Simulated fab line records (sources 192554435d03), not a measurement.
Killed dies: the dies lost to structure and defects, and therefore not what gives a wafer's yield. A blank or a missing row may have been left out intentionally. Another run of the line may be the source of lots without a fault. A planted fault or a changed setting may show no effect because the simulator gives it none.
Code-filled problem report in 8D (eight disciplines) form | flow n5-finfet | the parts of the form that need people (team, actions taken, sign-off) are left out
Where a reading is given only as a bound, like >300, the bound stands for it, and a mean or a difference that rests on one is marked > or <: the true number lies beyond.

## 1. WHAT WENT WRONG
raw-defect-count at N5_BEOL_M0_CUTY_INSPECT_59 reads a mean of >300 on 6 wafers of 2 lots; wafers without a fault read 2.0 with a standard deviation of 1.3. So: +99 or more standard deviations from the usual mean.
The step: inspects for defects (macro).
The first sign was on wafer L552.2 at day 9 20:43, on defect-inspect-02. The record has a number at this step for 12 wafers belonging to 4 lots. By rule, "out" or "out of limits" means more than 4 standard deviations away from the usual mean. The rest of the wafers with a number are treated as sound.

## 2. WHAT IT IS; WHAT IT IS NOT
question                    | is                     | is not
which readings at this step | raw-defect-count       | -
which lots                  | L552, L554             | L545, L557
which wafers of those lots  | all that have a number | -
read on which gauges        | defect-inspect-02      | defect-inspect-01
when                        | from day 9 20:43       | up to then (3 sound wafers); but 3 sound wafers of L557 came after

## 3. WHAT RULES OUT EACH SUSPECT
Counting: any tool at a process step up to the reading is kept as a suspect provided that every lot that is out went through it and no sound lot did after the first of them.
- the gauge at N5_BEOL_M0_CUTY_INSPECT_59: kept. All the wafers that are out were read on defect-inspect-02, and no step on other tools shows them out.
- ald-sin-04 at N5_BEOL_M0_SAQP_ALD_48 (deposits SiO2, target thk 20 nm, pulse time 1 s, co reactant pulse time 1 s): kept. It processed each lot that is out, first L552 at day 9 19:39, and no sound lot thereafter; up to then, the last sound lot it processed was L545 at day 8 02:51.
What counting leaves: ald-sin-04 at N5_BEOL_M0_SAQP_ALD_48 and defect-inspect-02 at N5_BEOL_M0_CUTY_INSPECT_59.

## 4. THE CAUSE (what the simulator had put in)
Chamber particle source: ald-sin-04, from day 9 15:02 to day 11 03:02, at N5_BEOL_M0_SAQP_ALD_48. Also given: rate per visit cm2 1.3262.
Counting leaves 2 suspects; this tool is one of them.

## 5. THE EFFECT CHAIN, in route order
One row per reading whose mean, taken over the struck wafers that have a number, lies over 3 standard deviations from the usual. Only readings whose record carries a usual standard deviation are examined. hours: median over the lots of the time between each lot's start at the first step of this table that gives one and its start at this step. sigmas: the change, counted in usual standard deviations.
hours | step                       | reading              | usual  | on struck wafers | change | sigmas
0     | N5_BEOL_M0_CUTY_INSPECT_59 | raw-defect-count     | 2.0    | >300             | >+298  | +99 or more
161   | N5_PASSIVATION_PROBE_49    | defect-limited-yield | 91.3 % | 84.7             | -6.6   | -4.7
161   | N5_PASSIVATION_PROBE_49    | killed_at_M0_to_M3   | 33     | 117              | +84    | +8.5
161   | N5_PASSIVATION_PROBE_49    | killed-dies          | 103    | 181              | +78    | +4.6
161   | N5_PASSIVATION_PROBE_49    | killed-on-rim        | 13     | 30               | +17    | +4.2
161   | N5_PASSIVATION_PROBE_49    | sort_bin_5_function  | 5.1 %  | 8.9              | +3.8   | +4.0
161   | N5_PASSIVATION_PROBE_49    | sort-n-pass          | 1077   | 999              | -78    | -4.6
161   | N5_PASSIVATION_PROBE_49    | sort-yield-pct       | 91.3 % | 84.7             | -6.6   | -4.4
Process steps it contains:
- N5_PASSIVATION_PROBE_49
Later measuring or inspecting steps at which every struck wafer that the step has a row for has a number for every such reading, and none has moved that far: N5_BEOL_M4_RC_MEAS_101.

## 6. WHAT WOULD HAVE CAUGHT IT SOONER
The first out-of-limits reading at a measuring or inspecting step in this record came at day 9 20:43, 6 hours after the fault's start at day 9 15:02.
Tool readings at N5_BEOL_M0_SAQP_ALD_48 with a usual standard deviation given in the record: none out on any struck wafer, hence no alarm at a limit of 4 standard deviations on them.
Lots out: 2; of these, L554 started N5_BEOL_M0_SAQP_ALD_48 on ald-sin-04 after day 9 20:43. A tool hold placed at that time would have kept it from harm.
